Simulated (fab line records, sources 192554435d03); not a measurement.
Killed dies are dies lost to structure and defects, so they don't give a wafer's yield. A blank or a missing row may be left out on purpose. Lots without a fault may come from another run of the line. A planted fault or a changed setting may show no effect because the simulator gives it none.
Which tool did it? | flow n5_finfet | 10 lots, 30 wafers sampled, at 4 steps of a route of 1938

WHAT THE GAUGES READ, wafer by wafer
The record holds no reading of a measuring or inspecting step that can be judged against a usual standard deviation.

WHICH TOOL RAN EACH LOT (tool, then ch and the chambers of the sampled wafers, then the start)
lot  | N5_BEOL_M12_VIA_ETCH_16            | N5_BEOL_M12_SPUTTER_45       | N5_BEOL_M13_ILD_DEP_00        | N5_BEOL_M13_DESCUM_15
L986 | rie_diel-06 ch 0,1,3, day 10 11:02 | pvd_sputter-01, day 10 16:37 | pecvd-01 ch 0,1, day 10 17:41 | rie_diel-02 ch 0,2,3, day 10 18:13
L989 | rie_diel-03 ch 2,3, day 10 23:40   | pvd_sputter-01, day 11 03:12 | pecvd-01 ch 0,1, day 11 04:16 | rie_diel-04 ch 0,3, day 11 04:49
L992 | rie_diel-06 ch 0,2,3, day 12 04:22 | pvd_sputter-02, day 12 06:57 | pecvd-02 ch 0,1, day 12 08:10 | rie_diel-02 ch 0,1,3, day 12 08:53
L994 | rie_diel-01 ch 0,2,3, day 12 14:01 | pvd_sputter-03, day 12 16:49 | pecvd-02 ch 0,2, day 12 17:51 | rie_diel-04 ch 0,3, day 12 18:31
L104 | rie_diel-01 ch 1,3, day 15 09:17   | pvd_sputter-01, day 15 13:03 | pecvd-02 ch 1,2, day 15 14:22 | rie_diel-04 ch 0,3, day 15 15:02
L105 | rie_diel-03 ch 1,2,3, day 15 20:12 | pvd_sputter-03, day 16 00:00 | pecvd-04 ch 1,2, day 16 01:13 | rie_diel-05 ch 0,2, day 16 01:46
L108 | rie_diel-03 ch 0,1,3, day 16 00:29 | pvd_sputter-03, day 16 03:25 | pecvd-04 ch 0,2, day 16 04:54 | rie_diel-04 ch 0,1,3, day 16 05:43
L106 | rie_diel-06 ch 1,3, day 16 06:34   | pvd_sputter-01, day 16 10:00 | pecvd-02 ch 0,2, day 16 11:08 | rie_diel-02 ch 0,2, day 16 11:47
L107 | rie_diel-06 ch 0,1,2, day 16 06:49 | pvd_sputter-02, day 16 14:07 | pecvd-02 ch 0,2, day 16 15:13 | rie_diel-04 ch 0,2,3, day 16 16:13
L109 | rie_diel-03 ch 1,2,3, day 17 02:10 | pvd_sputter-02, day 17 04:11 | pecvd-02 ch 1,2, day 17 05:23 | rie_diel-02 ch 0,1,3, day 17 06:13
- N5_BEOL_M12_VIA_ETCH_16: etches SiOC in C4F8/O2/Ar, target depth 724.8 nm.
- N5_BEOL_M12_SPUTTER_45: material Cu, target thk 80 nm, time 13.33 s.
- N5_BEOL_M13_ILD_DEP_00: deposits SiOC from DEMS/O2, target thk 837.92 nm, time 166.4 s.
- N5_BEOL_M13_DESCUM_15: chemistry O2, time 7.9 s.

WHAT THE TOOLS THEMSELVES READ (means of the sampled wafers that have a number; where no wafer has one, the mark that the record gives instead)
N5_BEOL_M12_VIA_ETCH_16. Usual: drypump_motor_current_A 5.7 A, standard deviation 0.4; he_outer_torr 29.99 Torr, standard deviation 0.058; oes_product_au 0.75 a.u., standard deviation 0.061; rf_vpp_V 666.0 V, standard deviation 2.5; showerhead_plenum_p_Torr 3.44 Torr, standard deviation 0.092; throttle_valve_pct 24.22 %, standard deviation 0.22.
lot  | tool        | drypump_motor_current_A (A) | he_outer_torr (Torr) | oes_product_au (a.u.) | rf_vpp_V (V) | showerhead_plenum_p_Torr (Torr) | throttle_valve_pct (%) | flag
L986 | rie_diel-06 | 5.6                         | 30.00                | 0.71                  | 667.6        | 3.52                            | 24.32                  |
L989 | rie_diel-03 | 5.6                         | 29.96                | 0.81                  | 664.9        | 3.38                            | 23.93                  |
L992 | rie_diel-06 | 5.5                         | 29.96                | 0.72                  | 667.1        | 3.47                            | 24.35                  |
L994 | rie_diel-01 | 5.8                         | 29.92                | 0.83                  | 665.0        | 3.40                            | 24.07                  |
L104 | rie_diel-01 | 5.8                         | 29.99                | 0.80                  | 663.7        | 3.38                            | 24.04                  |
L105 | rie_diel-03 | 5.7                         | 30.06                | 0.74                  | 663.4        | 3.37                            | 24.19                  |
L108 | rie_diel-03 | 5.9                         | 30.04                | 0.75                  | 663.9        | 3.37                            | 24.21                  |
L106 | rie_diel-06 | 5.8                         | 30.04                | 0.67                  | 666.5        | 3.44                            | 24.44                  |
L107 | rie_diel-06 | 5.6                         | 29.94                | 0.72                  | 668.6        | 3.54                            | 24.26                  |
L109 | rie_diel-03 | 5.7                         | 29.98                | 0.72                  | 663.9        | 3.36                            | 24.20                  |

N5_BEOL_M12_SPUTTER_45. Usual: throttle_valve_pct 29.9 %, standard deviation 0.91.
lot  | tool           | throttle_valve_pct (%) | flag
L986 | pvd_sputter-01 | 29.9                   |
L989 | pvd_sputter-01 | 29.9                   |
L992 | pvd_sputter-02 | 29.2                   |
L994 | pvd_sputter-03 | 30.2                   |
L104 | pvd_sputter-01 | 30.0                   |
L105 | pvd_sputter-03 | 29.3                   |
L108 | pvd_sputter-03 | 30.0                   |
L106 | pvd_sputter-01 | 30.5                   |
L107 | pvd_sputter-02 | 29.0                   |
L109 | pvd_sputter-02 | 29.1                   |

N5_BEOL_M13_ILD_DEP_00. Usual: heater_power_outer_w 237 W, standard deviation 47; heater_power_w 460 W, standard deviation 65; run_length_s 211.2 s, standard deviation 0.48; showerhead_plenum_p_Torr 5.695 Torr, standard deviation 0.018; throttle_valve_pct 11.7 %, standard deviation 0.56.
lot  | tool     | heater_power_outer_w (W) | heater_power_w (W) | run_length_s (s) | showerhead_plenum_p_Torr (Torr) | throttle_valve_pct (%) | flag
L986 | pecvd-01 | 210                      | 424                | 211.6            | 5.675                           | 12.1                   |
L989 | pecvd-01 | 204                      | 415                | 211.9            | 5.678                           | 12.1                   |
L992 | pecvd-02 | 251                      | 490                | 209.3            | 5.698                           | 12.2                   | OFF
L994 | pecvd-02 | 264                      | 479                | 209.5            | 5.715                           | 11.2                   | OFF
L104 | pecvd-02 | 257                      | 458                | 211.1            | 5.712                           | 11.8                   |
L105 | pecvd-04 | 258                      | 482                | 210.6            | 5.686                           | 11.2                   |
L108 | pecvd-04 | 226                      | 451                | 210.9            | 5.697                           | 11.6                   |
L106 | pecvd-02 | 259                      | 491                | 211.5            | 5.721                           | 11.6                   |
L107 | pecvd-02 | 251                      | 484                | 211.4            | 5.709                           | 11.7                   |
L109 | pecvd-02 | 253                      | 484                | 211.0            | 5.704                           | 12.3                   |

N5_BEOL_M13_DESCUM_15. Usual: drypump_motor_current_A 5.8 A, standard deviation 0.55; oes_product_au 0.85 a.u., standard deviation 0.084; rf_vpp_V 243.6 V, standard deviation 1.3; showerhead_plenum_p_Torr 2.12 Torr, standard deviation 0.07; throttle_valve_pct 20.34 %, standard deviation 0.23.
lot  | tool        | drypump_motor_current_A (A) | oes_product_au (a.u.) | rf_vpp_V (V) | showerhead_plenum_p_Torr (Torr) | throttle_valve_pct (%) | flag
L986 | rie_diel-02 | 6.1                         | 0.86                  | 244.4        | 2.13                            | 20.42                  |
L989 | rie_diel-04 | 5.5                         | 0.91                  | 244.8        | 2.21                            | 20.31                  |
L992 | rie_diel-02 | 5.9                         | 0.86                  | 243.3        | 2.11                            | 20.29                  |
L994 | rie_diel-04 | 5.4                         | 0.88                  | 244.6        | 2.20                            | 20.32                  |
L104 | rie_diel-04 | 5.5                         | 0.86                  | 244.4        | 2.20                            | 20.37                  |
L105 | rie_diel-05 | 6.2                         | 0.87                  | 242.6        | 2.07                            | 20.35                  |
L108 | rie_diel-04 | 5.4                         | 0.87                  | 244.0        | 2.16                            | 20.27                  |
L106 | rie_diel-02 | 5.6                         | 0.86                  | 244.3        | 2.17                            | 20.34                  |
L107 | rie_diel-04 | 5.5                         | 0.88                  | 243.7        | 2.16                            | 20.31                  |
L109 | rie_diel-02 | 5.9                         | 0.82                  | 243.1        | 2.10                            | 20.34                  |

THE ANSWER, worked out from the rows above alone
Rule: a lot is off if the mean of its wafers that have a number lies more than 3 standard deviations from the usual mean. A lot without any number at a reading at which 4 lots or more have one is off too. The other lots that the step has rows for count as sound. The gauges are gone through in route order, then the tools' own readings, and for those a lot's mean is taken as printed above. The first step at which some lot is off is used, and at that step the reading that is off furthest; a lot without a number counts as furthest.
Off: L992, L994, at N5_BEOL_M13_ILD_DEP_00 (run_length_s).
A tool fits if, at that step or a process step before it, it ran every lot that is off, and no sound lot after the first of them. None of those tried fits.

WHAT THE SIMULATOR HAD PUT IN
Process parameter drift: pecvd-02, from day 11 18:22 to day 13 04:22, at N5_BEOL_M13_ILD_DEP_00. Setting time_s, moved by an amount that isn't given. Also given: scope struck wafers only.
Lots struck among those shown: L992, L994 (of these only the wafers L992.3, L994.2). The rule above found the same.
